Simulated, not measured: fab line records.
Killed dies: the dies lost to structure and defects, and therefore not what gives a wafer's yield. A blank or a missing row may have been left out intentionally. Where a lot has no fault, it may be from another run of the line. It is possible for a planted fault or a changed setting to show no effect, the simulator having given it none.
Chamber matching	flow nand harc	3 sister chambers for NHARC_A_SLIT_DEP_23 on pecvd-01
The step deposits SiON, target thk 100 nm. 3 wafers are shown with their chamber, then 9 later ones without.

== EACH WAFER AND ITS CHAMBER ==
wafer	chamber	heater power w (W)
L083.3	0	864
L089.4	2	781
L089.6	1	747

== WAFERS WITH NO CHAMBER GIVEN ==
wafer	heater power w (W)
L092.1	730
L092.3	759
L092.4	966
L093.1	852
L093.2	762
L093.4	850
L096.1	893
L096.2	813
L096.6	679

== THE CHAMBER EACH PASSED THROUGH ==
wafer	from the rows above	in truth
L092.1	can't be placed: 1 or 2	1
L092.3	can't be placed: 1 or 2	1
L092.4	can't be placed: 0 or 2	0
L093.1	can't be placed: 0 or 2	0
L093.2	can't be placed: 1 or 2 or 0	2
L093.4	can't be placed: 0 or 2 or 1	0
L096.1	can't be placed: 0 or 2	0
L096.2	can't be placed: 2 or 0 or 1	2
L096.6	can't be placed: 1 or 2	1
0 of 9 placed correctly. These rows do not allow placing 9 (true chamber among the candidates in 9). Wrongly placed: 0.
How it was worked out, from the rows above alone: a wafer's distance from a chamber is the root of the sum, over the readings, of the square of ((its reading less the chamber's mean) divided by the reading's scatter). The wafer belongs to the nearest chamber; if the next one is less than 2 further off, it can't be placed. For every chamber, the mean is computed from those of its wafers that are shown. The scatter: root of mean squared gap, hidden wafer to nearest shown wafer, with one shown wafer a chamber.
